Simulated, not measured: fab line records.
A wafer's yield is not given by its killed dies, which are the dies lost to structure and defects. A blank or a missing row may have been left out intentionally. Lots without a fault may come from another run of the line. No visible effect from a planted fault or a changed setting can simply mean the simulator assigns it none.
Which tool is to blame? / flow nand_harc / 21 wafers sampled from 7 lots at 1 step of a route of 1159

== WHAT THE GAUGES READ, wafer by wafer ==
NHARC_A_CONTACT_OVL_MEAS_70.
lot=L825; measured=day 17 08:04; on=overlay-02; overlay_x_nm (nm)=-0.9 -0.5 -0.8
lot=L828; measured=day 18 14:38; on=overlay-01; overlay_x_nm (nm)=-1.0 -0.8 -1.1
lot=L831; measured=day 20 10:12; on=overlay-01; overlay_x_nm (nm)=0.0 0.8 0.3
lot=L836; measured=day 21 04:29; on=overlay-02; overlay_x_nm (nm)=1.0 0.2 0.9
lot=L839; measured=day 21 15:37; on=overlay-01; overlay_x_nm (nm)=-0.2 0.0 -0.7
lot=L842; measured=day 22 05:28; on=overlay-02; overlay_x_nm (nm)=-0.3 -1.0 -0.6
lot=L843; measured=day 22 09:35; on=overlay-01; overlay_x_nm (nm)=-1.1 -1.4 -1.7

== TOOL THAT RAN EACH LOT (tool first, then ch and the chambers of the sampled wafers, then the start) ==
No process step before these readings appears in the record.

== THE ANSWER, worked out from the rows above alone ==
Rule: what is usual is taken from the lots themselves. Put in order of their means at a reading, lots are off if they are a third of the lots or fewer, leave a main group of 4 or more, and stand apart from it by a gap of 3 or more times the standard deviation of the main group's means; of several such gaps the widest counts. A main group whose means are all the same, to the digits that the tables above print for the reading, isn't used. A lot without any number at a reading at which 4 lots or more have one is off too. The other lots that the step has rows for count as sound.
None of the lots is off at any reading shown; this tells nothing.

== WHAT WAS PUT IN BY THE SIMULATOR ==
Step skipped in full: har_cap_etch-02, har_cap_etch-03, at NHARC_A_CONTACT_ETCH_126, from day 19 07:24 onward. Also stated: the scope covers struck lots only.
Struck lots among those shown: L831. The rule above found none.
